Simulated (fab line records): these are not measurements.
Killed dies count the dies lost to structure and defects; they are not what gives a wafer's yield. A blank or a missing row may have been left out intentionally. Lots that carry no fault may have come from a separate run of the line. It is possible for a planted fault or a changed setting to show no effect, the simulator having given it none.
Chamber matching | flow n5 finfet | N5_BEOL_M0_STRIP_140 on rie diel-06: 4 sister chambers
The step strips in CF4. 4 wafers are shown with their chamber, then 10 later ones without.

WAFERS WITH THEIR CHAMBER
wafer  | chamber | showerhead plenum p Torr (Torr)
L083.1 | 2       | 1.76
L085.5 | 0       | 1.87
L088.1 | 1       | 1.77
L088.3 | 3       | 1.85

WAFERS WITHOUT THEIR CHAMBER
wafer  | showerhead plenum p Torr (Torr)
L088.4 | 1.76
L090.1 | 1.75
L090.3 | 1.86
L090.5 | 1.85
L092.1 | 1.75
L092.2 | 1.85
L092.3 | 1.86
L093.1 | 1.85
L093.2 | 1.86
L093.4 | 1.77

WHICH CHAMBER EACH ONE RAN IN
wafer  | from the rows above     | in truth
L088.4 | can't be placed: 2 or 1 | 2
L090.1 | can't be placed: 2 or 1 | 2
L090.3 | can't be placed: 0 or 3 | 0
L090.5 | 3                       | 3
L092.1 | can't be placed: 2 or 1 | 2
L092.2 | 3                       | 3
L092.3 | can't be placed: 0 or 3 | 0
L093.1 | 3                       | 3
L093.2 | can't be placed: 0 or 3 | 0
L093.4 | can't be placed: 1 or 2 | 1
Correct placement for 3 of the 10. Cannot be placed on the basis of these rows: 7; the candidates contain the true chamber in 7. 0 placed wrongly.
How it was worked out, from the rows above alone: a wafer's distance from a chamber is the root of the sum, over the readings, of the square of ((its reading less the chamber's mean) divided by the reading's scatter). If the next closest chamber is less than 2 further off than the closest, the wafer can't be placed; otherwise it belongs to the closest. A chamber's mean is the mean of its shown wafers. The scatter: root of mean squared gap, hidden wafer to nearest shown wafer, with one shown wafer a chamber.
